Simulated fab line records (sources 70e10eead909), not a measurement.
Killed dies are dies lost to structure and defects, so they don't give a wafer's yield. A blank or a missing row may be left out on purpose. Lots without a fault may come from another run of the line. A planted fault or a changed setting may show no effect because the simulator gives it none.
Struck lot and sound lot, side by side / flow nand-harc / 14 out of 1159 route steps
Sound: the wafers L700.2, L700.3, L700.5. Struck: wafer L717.3 (left out: L717.5, L717.6 of the same lot, which were not struck); the cause appears at the end.
Per side, at each step with rows, come the tool, then ch with its chambers, and then its first start. Under that, the readings that differ: sound wafers / struck wafers / difference of the means / sigmas: that difference in standard deviations of wafers without a fault.
alike: readings with means less than 2 such deviations apart, plus words and numbers identical on both sides. not compared: withheld readings, readings lacking a value on some wafer, bounds such as >300 that could conceal the same value, and numbers that have no deviation in the record and whose values overlap.
The two part at a step that has a row with sigmas, a row that says differs or no value, or rows on one side only. Numbers that don't overlap but have no deviation are shown without sigmas and don't part them. Lack of a reading on every wafer of one side parts them only where that side has two or more wafers.

NHARC_A_ZERO_WELL_INSPECT_17:
  sound: defect-inspect-02 at day 7 12:46; struck: defect-inspect-01 at day 11 08:59
  alike: raw-defect-count
then, 3 steps without rows for these wafers: NHARC_A_SOURCE_PLATE_PRECLEAN_00 (cleans in HF-LAST, time 60 s); NHARC_A_SOURCE_PLATE_SRD_01; NHARC_A_SOURCE_PLATE_OXIDE_02 (material SiO2, target thk 10 nm, ox time 1362 s).
NHARC_A_SOURCE_PLATE_THK_MEAS_09: measures by ellipsometry.
  sound: film-metro-02 at day 7 20:13; struck: film-metro-01 at day 11 16:26
reading=thk-nm (nm); sound=10.1 8.5 9.7; struck=11.8; difference=+2.4; sigmas=+2
then, 3 steps without rows for these wafers: NHARC_A_SOURCE_PLATE_PVD_04 (deposits WSi2, target thk 50 nm); NHARC_A_SOURCE_PLATE_CVD_03 (deposits poly-Si, target thk 200 nm, time 4000 s); NHARC_A_SOURCE_PLATE_ANNEAL_05 (time 1800 s).
NHARC_A_SOURCE_PLATE_THK_MEAS_06: measures by ellipsometry.
  sound: film-metro-01 at day 8 09:19; struck: film-metro-02 at day 12 05:32
  alike: thk-nm
NHARC_A_SOURCE_PLATE_INSPECT_08:
  sound: defect-inspect-02 at day 8 09:23; struck: defect-inspect-01 at day 12 05:38
  alike: raw-defect-count
NHARC_A_ONON_D1_DEP_00: target thk 1000 nm.
  sound on pecvd-onon-02 ch 0, day 8 09:30; struck on pecvd-onon-02 ch 0, day 12 05:49
  alike: susceptor-temp-C
NHARC_A_ONON_D1_THK_MEAS_02: measures by ellipsometry.
  sound: film-metro-01 at day 8 09:58; struck: film-metro-01 at day 12 06:13
reading=thk-nm (nm); sound=984 987 985; struck=741; difference=-244; sigmas=-25
next comes 1 step that has no rows for these wafers: NHARC_A_ONON_D1_DEP_03 (target thickness 1000 nm).
-- the record jumps here: 13 days lie between the struck wafers' starts before and after (it left off in module A_ONON_D1 and takes up again in module END, whose first step shown is number 1159 of the route) --
NHARC_END_SORT_01:
  only the struck wafers appear in the record here, on prober-01 ch 0 at day 25 01:17; the sound ones have no rows

## WHERE THEY PART
At NHARC_A_SOURCE_PLATE_THK_MEAS_09 first; at NHARC_END_SORT_01 last (within this record only).

WHY: what had been put in by the simulator
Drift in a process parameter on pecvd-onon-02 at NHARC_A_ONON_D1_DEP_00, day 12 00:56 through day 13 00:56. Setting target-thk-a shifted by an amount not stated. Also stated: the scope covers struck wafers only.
